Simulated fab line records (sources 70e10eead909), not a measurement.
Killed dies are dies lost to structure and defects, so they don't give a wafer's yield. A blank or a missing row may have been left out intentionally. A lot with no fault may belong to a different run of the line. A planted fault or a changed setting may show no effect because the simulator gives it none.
Code-filled problem report in 8D (eight disciplines) form || flow nandHarc || the parts of the form that need people (team, actions taken, sign-off) are left out

## 1. WHAT WENT WRONG
NHARC_A_M1_ETCH_35, runLengthS: mean 52.7 s over 1 wafer from 1 lot; wafers with no fault: 65.2 s, standard deviation 0.38. That is -33 standard deviations from the usual mean.
The step: etches the open film in N2/H2, target depth 40 nm, overetch 12 nm, time 43.94 s.
Earliest sighting: wafer L279.4 on rieDiel-06 at day 30 18:13. At this step, 36 wafers from 12 lots have a number in the record. Rule for "out", or "out of limits": more than 4 standard deviations from the usual mean. All remaining wafers that have a number are taken as sound.

## 2. WHAT IT IS, AND WHAT IT ISN'T
{"question": "which readings at this step", "is": "runLengthS", "is not": "oesProductAu, rfVppV, showerheadPlenumPTorr, throttleValvePct"}
{"question": "which lots", "is": "L279", "is not": "L261, L263, L264, L265, L266, L267, L270, L271, L273, L274, L283"}
{"question": "which wafers of those lots", "is": "L279.4", "is not": "L279.1, L279.2"}
{"question": "read on which tools", "is": "rieDiel-06", "is not": "rieDiel-04, rieDiel-05"}
{"question": "when", "is": "from day 30 18:13", "is not": "up to then (32 sound wafers); but 3 sound wafers of L283 came after"}

## 3. SUSPECTS, AND WHAT RULES EACH OUT
Counting: if a tool at a process step up to the reading ran every lot that is out, it stays a suspect. Sound lots after the first of them don't rule it out here, since some wafers of a struck lot are sound.
- pvdSputter-02 at NHARC_A_M0_PRE_CLEAN_29 (time 30 s): kept. The lot that is out, L279, ran on it at day 30 16:34; the last sound lot it ran before that was L273, at day 29 00:17. NHARC_A_M0_PRE_CLEAN_29: start missing for some lots; hours and lot order therefore follow NHARC_A_M0_INSPECT_27.
- rieDiel-06 at NHARC_A_M1_ETCH_35 (etches the open film in N2/H2, target depth 40 nm, overetch 12 nm, time 43.94 s): kept. The lot that is out, L279, ran on it at day 30 18:13; the last sound lot it ran before that was L273, at day 29 02:00. On those wafers its own readings are out: runLengthS.
- In rieDiel-06 at NHARC_A_M1_ETCH_35, the wafers that are out were processed in chamber 0 and their sound lot-mates in chambers 2, 3.
Left after counting: pvdSputter-02 at NHARC_A_M0_PRE_CLEAN_29, rieDiel-06 at NHARC_A_M1_ETCH_35.

## 4. THE CAUSE (what the simulator had put in)
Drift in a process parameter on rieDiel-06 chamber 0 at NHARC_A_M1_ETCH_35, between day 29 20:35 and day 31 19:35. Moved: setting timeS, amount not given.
2 suspects survive the count, and this tool is in that group.

## 5. THE EFFECT CHAIN, in route order
Each row: a reading where the mean over the struck wafers with a number is more than 3 standard deviations away from the usual. Readings are gone through only where the record gives a usual standard deviation; hours: the median, over the lots, of the time from a lot's start at the first step in this table giving one to that lot's start at this step; sigmas: the change measured in usual standard deviations.
{"hours": 0, "step": "NHARC_A_M1_ETCH_35", "reading": "runLengthS", "usual": "65.2 s", "on struck wafers": 52.7, "change": -12.5, "sigmas": -33}
Its process steps:
- NHARC_A_M1_ETCH_35: etches the open film in N2/H2, target depth 40 nm, overetch 12 nm, time 43.94 s.
Later measuring or inspecting steps at which every struck wafer that the step has a row for has a number for every such reading, and none has moved that far: NHARC_END_SORT_01.

## 6. HOW IT WOULD HAVE BEEN CAUGHT EARLIER
The fault began at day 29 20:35; the first out-of-limits reading in this record came at day 30 18:13, 22 hours later.
